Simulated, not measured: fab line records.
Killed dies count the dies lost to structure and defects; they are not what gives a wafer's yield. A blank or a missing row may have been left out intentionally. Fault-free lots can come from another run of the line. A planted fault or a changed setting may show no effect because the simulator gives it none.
Chamber matching	flow n5 finfet	4 sister chambers for N5_BEOL_M11_DESCUM_33 on rie diel-05
The step chemistry O2, time 7.9 s. 22 wafers are shown with their chamber, then 11 later ones without.

## EACH WAFER AND ITS CHAMBER
wafer	chamber	drypump motor current A (A)	showerhead plenum p Torr (Torr)	throttle valve pct (%)
L077.1	3	5.6	2.18	20.29
L077.2	0	6.2	1.97	20.58
L077.3	2	5.0	2.14	20.78
L077.4	1	5.7	2.13	20.52
L077.5	1	5.7	2.13	20.53
L077.6	2	5.0	2.14	20.76
L078.1	0	6.2	1.97	20.60
L078.3	3	5.6	2.18	20.28
L078.6	0	6.2	1.97	20.61
L079.1	3	5.6	2.18	20.29
L079.2	2	5.0	2.14	20.78
L079.3	1	5.7	2.13	20.53
L079.4	0	6.2	1.97	20.60
L079.5	1	5.7	2.13	20.54
L079.6	0	6.2	1.96	20.61
L083.1	3	5.6	2.17	20.30
L083.2	1	5.7	2.12	20.53
L083.4	2	5.0	2.13	20.80
L085.1	3	5.6	2.17	20.32
L085.2	1	5.7	2.12	20.54
L085.3	0	6.1	1.96	20.60
L085.4	2	5.0	2.13	20.80

SIGNATURES, as means of the wafers listed above
reading	chamber 0	chamber 1	chamber 2	chamber 3	scatter within a chamber
drypump motor current A	6.183	5.700	5.000	5.600	0.0215
showerhead plenum p Torr	1.9667	2.1267	2.1360	2.1760	0.00531
throttle valve pct	20.6000	20.5317	20.7840	20.2960	0.0127
Rule: a wafer's distance from a chamber is the root of the sum, over the readings, of the square of ((its reading less the chamber's mean) divided by the reading's scatter). If the next closest chamber is less than 2 further off than the closest, the wafer can't be placed; otherwise it belongs to the closest. The scatter: take each reading less its chamber's mean, square it, sum over the shown wafers, divide by the number of wafers less the number of chambers, and take the root.

## WAFERS WITHOUT THEIR CHAMBER
wafer	drypump motor current A (A)	showerhead plenum p Torr (Torr)	throttle valve pct (%)
L085.5	5.6	2.17	20.32
L085.6	5.0	2.13	20.81
L089.1	5.7	2.12	20.54
L089.5	5.0	2.13	20.82
L089.6	5.7	2.12	20.55
L092.1	5.7	2.12	20.58
L092.2	5.0	2.13	20.83
L092.5	5.7	2.12	20.58
L096.1	5.7	2.11	20.59
L096.2	6.2	2.22	20.23
L096.3	5.6	2.16	20.36

## WHICH CHAMBER EACH ONE RAN IN
wafer	from the rows above	in truth
L085.5	3	3
L085.6	2	2
L089.1	1	1
L089.5	2	2
L089.6	1	1
L092.1	1	1
L092.2	2	2
L092.5	1	1
L096.1	1	1
L096.2	3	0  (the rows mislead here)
L096.3	3	3
Correctly placed: 10 of 11. Can't be placed from these rows: 0. 1 placed wrongly.
